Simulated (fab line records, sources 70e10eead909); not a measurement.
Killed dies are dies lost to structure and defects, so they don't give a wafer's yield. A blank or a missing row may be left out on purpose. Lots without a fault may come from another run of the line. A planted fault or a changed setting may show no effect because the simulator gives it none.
fab line records | flow nand_harc
record lots=6 wafers=18 last_day=32
route steps=1302 shown A_BLC@1132 A_M0@1137
lots that met no fault: from a run of the same line without faults
start_h: hours from the record's first day to the start of the lot's first wafer shown | wait_h: hours since the lot's step before | " the same as in the row above | L1.1+2: a row that stands for several wafers | - no value, or no start given | * or withheld: withheld | < > ~ a bound
route shown NAME@n: a module of which the file shows steps, and the number in the route of the first | usual: mean/standard deviation of fault-free wafers | same: alike in all rows | chamber/n: place in a boat | sites: the reading at each site | _std_site: their standard deviation | _edge_site: outer sites' mean less inner sites' | radius_mm: how far each site lies from the wafer's centre | mask NAME#n: copy n | behind: the tool/chamber that last shaped the wafer | hold: why the lot was held/for how many hours/how that ended | device: the transistor (n, p or np) that didn't switch | end of line: the same wafers' tests at the end of the route | a step without rows: its recipe alone | killed: dies lost to structure and defects at the first sort, not the wafer's yield | map: a wafer's dies, x killed, . not, _ none there
set.NAME: the setting as run; set.NAME@STEP: as run at that earlier step | model.NAME: the simulator's own value behind a step, which no gauge read
lots at some steps of the route; a table a step, a row a wafer
services: from which hour (start_h, from the record's first day; less than 0 if before it) a tool's chamber was out of use, for how many hours, and why
## steps
# step NHARC_A_BLC_CVD_24
# recipe target_thk_a=1500 temp_c=300 pressure_torr=40 wf6_flow_sccm=40 h2_flow_sccm=1600 ar_flow_sccm=1560 time_s=434 material=W
# usual heater_power_outer_w=288/31 heater_power_w=500/53 throttle_valve_pct=7.96/0.2
# columns lot.wafer tool chamber start_h wait_h heater_power_outer_w heater_power_w throttle_valve_pct
L541.2 cvd_w-02 1 - - 329 588 7.92
L541.1 " 0 " " 283 527 8.01
L541.5 " 0 " " 283 515 7.80
L542.2 cvd_w-02 0 - - 285 506 7.82
L542.3 " 0 " " 289 516 7.96
L542.5 " 1 " " 315 572 7.77
L540.2 cvd_w-01 1 - - 225 408 7.85
L540.4 " 0 " " 308 481 7.88
L540.6 " 0 " " 302 478 7.77
L546.1 cvd_w-02 1 - - 314 553 8.09
L546.2 " 0 " " 281 492 7.76
L546.4 " 0 " " 278 495 8.11
L554.3 cvd_w-02 0 - - 279 500 7.99
L554.5 " 0 " " 277 492 7.94
L554.6 " 1 " " 316 550 7.89
L555.1 cvd_w-01 0 - - 310 467 8.12
L555.4 " 1 " " 228 412 8.20
L555.5 " 1 " " 225 406 8.17
# step NHARC_A_BLC_CMP_25
# recipe t_overpolish_s=30 target_thk_nm=150
# usual motor_current_A=11.8/1.2 overpolish_run_s=30.000/0.0093 time_to_endpoint_s=30.9/2.6
# columns lot.wafer tool chamber start_h wait_h motor_current_A overpolish_run_s time_to_endpoint_s
L541.2 cmp-03 3 591.80 0.5 13.3 30.002 33.8
L541.1 " 1 " " 11.2 30.004 31.4
L541.5 " 0 " " 12.2 29.991 25.8
L542.3 cmp-04 0 594.78 0.3 11.5 30.001 31.0
L542.2 " 3 " " 14.6 30.001 29.1
L542.5 " 1 " " 11.4 30.017 32.6
L540.4 cmp-03 2 598.18 0.3 11.1 30.004 35.3
L540.2 " 3 " " 13.2 29.997 32.7
L540.6 " 1 " " 10.7 29.995 32.3
L546.4 cmp-03 3 648.99 0.3 13.0 30.005 34.5
L546.2 " 0 " " 12.9 29.995 26.0
L546.1 " 1 " " 10.8 30.020 29.0
L554.3 cmp-01 2 711.85 0.4 11.1 30.030 29.8
L554.6 " 3 " " 10.6 30.000 32.3
L554.5 " 0 " " 11.4 30.006 31.3
L555.1 cmp-04 1 721.46 0.5 11.9 29.998 35.7
L555.4 " 2 " " 10.8 29.997 29.2
L555.5 " 3 " " 14.2 30.002 33.5
# step NHARC_A_BLC_SRD_27
# step NHARC_A_BLC_INSPECT_28
# usual raw_defect_count=502/97
# columns lot.wafer tool chamber start_h wait_h raw_defect_count
L541.1 defect_inspect-02 - 592.22 0.1 597
L541.2 " - " " 524
L541.5 " - " " 541
L542.2 defect_inspect-01 - 595.18 0.1 657
L542.3 " - " " 848
L542.5 " - " " 651
L540.2 defect_inspect-01 - 598.54 0.1 562
L540.4 " - " " 463
L540.6 " - " " 651
L546.1 defect_inspect-01 - 649.37 0.1 462
L546.2 " - " " 439
L546.4 " - " " 575
L554.3 defect_inspect-02 - 712.18 0.1 743
L554.5 " - " " 643
L554.6 " - " " 469
L555.1 defect_inspect-02 - 721.82 0.1 398
L555.4 " - " " 409
L555.5 " - " " 417
# step NHARC_A_M0_DEP_00
# recipe target_thk_a=1500 target_thk_nm=150 temp_c=withheld pressure_torr=5 flow_sccm=200 rf_w=600 material=SiOC
# step NHARC_A_M0_DEHYDRATE_01
# recipe temp_c=150 time_s=120
# step NHARC_A_M0_HMDS_02
# recipe time_s=30
# step NHARC_A_M0_COAT_33
# recipe temp_c=200 time_s=65
# step NHARC_A_M0_COAT_03
# recipe spin_rpm=1500 resist_thk_nm=90
# step NHARC_A_M0_SOFTBAKE_04
# recipe temp_c=105 time_s=55
# step NHARC_A_M0_EBR_05
# step NHARC_A_M0_EXPOSE_06
# recipe na=1.35 target_cd_nm=80 dose_mj=83.25 mask_id=A_M0
# usual exposure_dose_mJ_cm2=83.14/0.096 focus_offset_nm=0.0/0.49
# columns lot.wafer tool chamber start_h wait_h mask exposure_dose_mJ_cm2 focus_offset_nm
L541.1 arfi_scanner-01 - 592.98 - A_M0#0 - -
L541.2 " - " " A_M0#0 - -
L541.5 " - " " A_M0#0 - -
L542.2 arfi_scanner-01 - 595.82 - A_M0#0 - -
L542.3 " - " " A_M0#0 - -
L542.5 " - " " A_M0#0 - -
L540.2 arfi_scanner-01 0 599.18 - A_M0#0 83.27 0.5
L540.4 " 0 " " A_M0#0 83.20 -0.2
L540.6 " 0 " " A_M0#0 83.24 0.5
L546.1 arfi_scanner-01 0 650.13 - A_M0#0 83.17 1.5
L546.2 " 0 " " A_M0#0 83.17 0.8
L546.4 " 0 " " A_M0#0 83.22 0.6
L554.3 arfi_scanner-02 0 712.82 - A_M0#0 83.04 -0.6
L554.5 " 0 " " A_M0#0 82.99 0.9
L554.6 " 0 " " A_M0#0 83.05 0.4
L555.1 arfi_scanner-03 0 722.58 - A_M0#0 83.11 0.4
L555.4 " 0 " " A_M0#0 83.09 0.0
L555.5 " 0 " " A_M0#0 83.13 0.0
# step NHARC_A_M0_PEB_07
# recipe peb_temp_c=100 peb_time_s=65
## services
# columns tool chamber start_h hours kind
cmp-03 - 568.83 0.8 repair
cmp-04 - 576.37 1.1 repair
cmp-01 - 577.52 4.0 pm
cmp-04 - 580.62 0.4 repair
cmp-04 - 601.14 4.0 pm
arfi_scanner-03 - 614.73 0.4 repair
cmp-01 - 617.94 2.3 repair
cvd_w-02 - 631.00 13.0 pm
cvd_w-02 0 631.00 13.0 vent_cycle
cmp-04 - 644.88 5.8 repair
cmp-03 - 652.31 4.0 pm
arfi_scanner-02 - 655.59 0.2 repair
arfi_scanner-02 - 656.00 4.0 pm
cmp-03 - 660.75 0.5 repair
cmp-04 - 663.65 0.8 repair
cmp-04 - 665.70 2.4 repair
cmp-01 - 675.52 4.0 pm
cmp-04 - 683.68 0.2 repair
cvd_w-01 1 685.37 19.7 repair
arfi_scanner-01 - 690.05 4.0 pm
cmp-04 - 699.14 4.0 pm
arfi_scanner-03 - 712.02 4.0 pm
cmp-01 - 712.28 2.4 repair
cvd_w-01 - 712.52 0.7 repair
## key
first_sign step=NHARC_A_M0_EXPOSE_06 reading=tool_record direction=missing
effect none on later readings
met_at NHARC_A_M0_EXPOSE_06
struck_wafers L541.1,L541.2,L541.5,L542.2,L542.3,L542.5
later_rows_left_out L541.1,L541.2,L541.5,L542.2,L542.3,L542.5
sort_left_out L541.1,L541.2,L541.5,L542.2,L542.3,L542.5
fault kind=skipped_step_whole tool=arfi_scanner-01 chamber=- onset_h=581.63 steps=NHARC_A_M0_EXPOSE_06 scope=struck_lots_only
# sort_left_out: the simulated sort isn't trusted on such a fault, so these wafers' sort isn't shown, and their yield isn't known
# later_rows_left_out: the simulator's readings of these wafers behind a module that went badly wrong aren't trusted and aren't shown, but for the sort
